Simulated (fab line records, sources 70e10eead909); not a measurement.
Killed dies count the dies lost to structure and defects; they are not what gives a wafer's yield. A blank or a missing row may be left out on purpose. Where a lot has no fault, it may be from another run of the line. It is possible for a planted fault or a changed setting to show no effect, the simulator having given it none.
A lot that was struck, set against a sound lot / flow nand-harc / 13 steps out of a route of 1302
Sound: these wafers, L816.3, L816.4, L816.6. Wafers struck: L827.3, L827.5, L827.6. The cause is given at the end.
For every step that has rows: the tool of each side, followed by ch and its chambers, followed by its first start. Under that, the readings that differ: sound wafers / struck wafers / difference of the means / sigmas: that difference in standard deviations of wafers without a fault.
alike: a reading whose means differ by less than 2 such deviations, as well as words and numbers matching on both sides. not compared: withheld readings; readings where some wafer has no value; bounds like >300 that might hide an equal value; numbers whose values overlap and for which the record gives no deviation.
The two part at a step that has a row with sigmas, a row that says differs or no value, or rows on one side only. Numbers that have no deviation but don't overlap get no sigmas and don't part them. A reading that every wafer of one side lacks parts them only if that side has two wafers or more.

first, 1 step without rows for these wafers: NHARC_A_SLIT_SRD_20.
NHARC_A_SLIT_CD_MEAS_21:
  sound on cd-sem-02 at day 23 09:24; struck on cd-sem-01 at day 28 01:38
  alike: cd-nm
then, 3 steps without rows for these wafers: NHARC_A_SIN_REMOVE_WET_00 (chemistry H3PO4, time 15300 s); NHARC_A_SIN_REMOVE_PRECLEAN_01 (cleans in SC1); NHARC_A_SIN_REMOVE_SRD_02.
NHARC_A_SIN_REMOVE_INSPECT_04:
  sound on defect-inspect-01 at day 23 15:55; struck on defect-inspect-02 at day 28 08:14
  alike: raw-defect-count
NHARC_A_WL_FILL_ALD_00: deposits Al2O3, target thk 3 nm, pulse time 3 s, ald cycles 30.
  sound on ald-hk-02 ch 1,3, day 23 15:58; struck on ald-hk-04 ch 1,2, day 28 08:20
  alike: heater-power-w, precursor-pulse-height-rel
NHARC_A_WL_FILL_RTA_01: time 5 s.
  sound on rtp-anneal-02 ch 0, day 23 16:17; struck on rtp-anneal-02 ch 0, day 28 08:37
  alike: lamp-power-pct, lamp_zone_4_pct, wafer_temp_C_max
NHARC_A_WL_FILL_ALD_02: deposits TiN, target thk 2 nm, pulse time 3 s, ald cycles 100.
  sound on ald-metal-02 ch 1,2,3, day 23 16:27; struck on ald-metal-01 ch 0,1,2, day 28 08:52
  alike: heater-power-w, precursor-pulse-height-rel
NHARC_A_WL_FILL_CVD_03: deposits W, target thk 40 nm, time 279 s.
  sound on cvd-w-02 ch 0,1, day 23 17:04; struck on cvd-w-01 ch 0,1, day 28 09:22
reading=heater-power-w (W); sound=542 540 552; struck=401 399 507; difference=-109; sigmas=-2
  alike: mfc-wf6-sccm, throttle-valve-pct
NHARC_A_WL_FILL_ETCHBACK_04: etches the open film in NF3, target depth 60 nm, time 120 s.
  sound on rie-metal-02 ch 0,1, day 23 17:24; struck on rie-metal-02 ch 0,1, day 28 09:41
reading=run-length-s (s); sound=141.3 140.7 141.5; struck=166.7 167.1 166.4; difference=+25.6; sigmas=+71
  alike: drypump-motor-current-A, oes-product-au
  not compared: rf-hours-counter-h
NHARC_A_WL_FILL_ETCHBACK_05: etches the open film in Cl2/BCl3, target depth 22 nm, time 60 s.
  sound on rie-metal-02 ch 0,1, day 23 17:36; struck on rie-metal-02 ch 0,1, day 28 09:52
  alike: drypump-motor-current-A, oes-product-au, run-length-s
  not compared: rf-hours-counter-h
-- jump in the record: it breaks off in module A_WL_FILL and resumes in module END (first step shown: number 1302 of the route), and 4 days separate the struck wafers' starts before and after --
NHARC_END_SORT_01:
  sound on prober-01 ch 0, day 27 17:40; struck on prober-01 ch 0, day 32 09:04
  alike: killed-at-array, killed-at-other, killed-at-periphery, killed-dies, killed-open, killed-short

## WHERE THEY PART
Last at NHARC_A_WL_FILL_ETCHBACK_04 as far as this record goes, first at NHARC_A_WL_FILL_CVD_03. Later steps at which nothing parts them and some readings are alike: NHARC_A_WL_FILL_ETCHBACK_05, NHARC_END_SORT_01.

WHY: what had been put in by the simulator
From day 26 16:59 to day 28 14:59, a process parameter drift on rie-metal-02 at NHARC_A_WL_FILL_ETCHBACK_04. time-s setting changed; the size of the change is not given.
